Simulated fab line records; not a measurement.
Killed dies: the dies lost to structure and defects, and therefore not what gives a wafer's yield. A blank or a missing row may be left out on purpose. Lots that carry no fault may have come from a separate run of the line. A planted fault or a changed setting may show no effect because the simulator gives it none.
Which tool is to blame? | flow nand_harc | 11 lots with 33 wafers sampled at 2 steps, on a route of 1302 steps

## WHAT THE GAUGES SHOWED, per wafer
NHARC_A_CHANNEL_HOLE_D2_CD_MEAS_18.
lot  | measured     | on        | cd_nm (nm)
L075 | day 13 15:10 | cd_sem-03 | 99.4 99.6 97.9
L077 | day 14 04:37 | cd_sem-01 | 102.8 99.6 105.1
L080 | day 15 21:46 | cd_sem-01 | 95.9 98.7 98.1
L083 | day 17 01:31 | cd_sem-03 | 95.3 97.0 98.0
L085 | day 18 02:53 | cd_sem-01 | 96.0 99.0 97.6
L087 | day 18 13:44 | cd_sem-02 | 95.6 98.0 94.8
L089 | day 19 20:17 | cd_sem-01 | 98.1 104.6 101.0
L090 | day 20 01:28 | cd_sem-03 | 101.1 99.8 98.5
L093 | day 21 01:30 | cd_sem-01 | 97.0 94.7 97.6
L095 | day 22 07:39 | cd_sem-01 | 100.8 100.1 98.4
L097 | day 22 23:27 | cd_sem-01 | 98.2 95.9 97.4

## WHICH TOOL RAN EACH LOT (tool, then ch and the chambers of the sampled wafers, then the start)
lot  | NHARC_A_CHANNEL_HOLE_D2_DESCUM_15
L075 | rie_diel-12 ch 0,2,3, day 13 14:04
L077 | rie_diel-10 ch 0,2,3, day 14 03:32
L080 | rie_diel-01 ch 1,3, day 15 20:39
L083 | rie_diel-10 ch 0,1, day 17 00:11
L085 | rie_diel-12 ch 2,3, day 18 01:47
L087 | rie_diel-12 ch 0,1,2, day 18 12:38
L089 | rie_diel-10 ch 0,3, day 19 19:11
L090 | rie_diel-01 ch 1,2,3, day 20 00:22
L093 | rie_diel-12 ch 0,1,3, day 21 00:23
L095 | rie_diel-01 ch 0,2,3, day 22 06:34
L097 | rie_diel-01 ch 0,1,2, day 22 22:20
- NHARC_A_CHANNEL_HOLE_D2_DESCUM_15: chemistry O2, time 3 s.

## THE ANSWER, worked out from the rows above alone
Rule: the usual values come from the lots themselves. The widest of any qualifying gaps counts: lots, ordered by their means at a reading, are off when they make up no more than a third of the lots, leave a main group of 4 or more, and stand apart from it by 3 or more times the standard deviation of that group's means. A main group whose means are all the same, to the digits that the tables above print for the reading, isn't used. Also off: a lot with no number at a reading for which 4 or more lots have one. The other lots that the step has rows for count as sound.
None of the lots is off at any reading shown; this tells nothing.

## WHAT HAD BEEN PUT IN BY THE SIMULATOR
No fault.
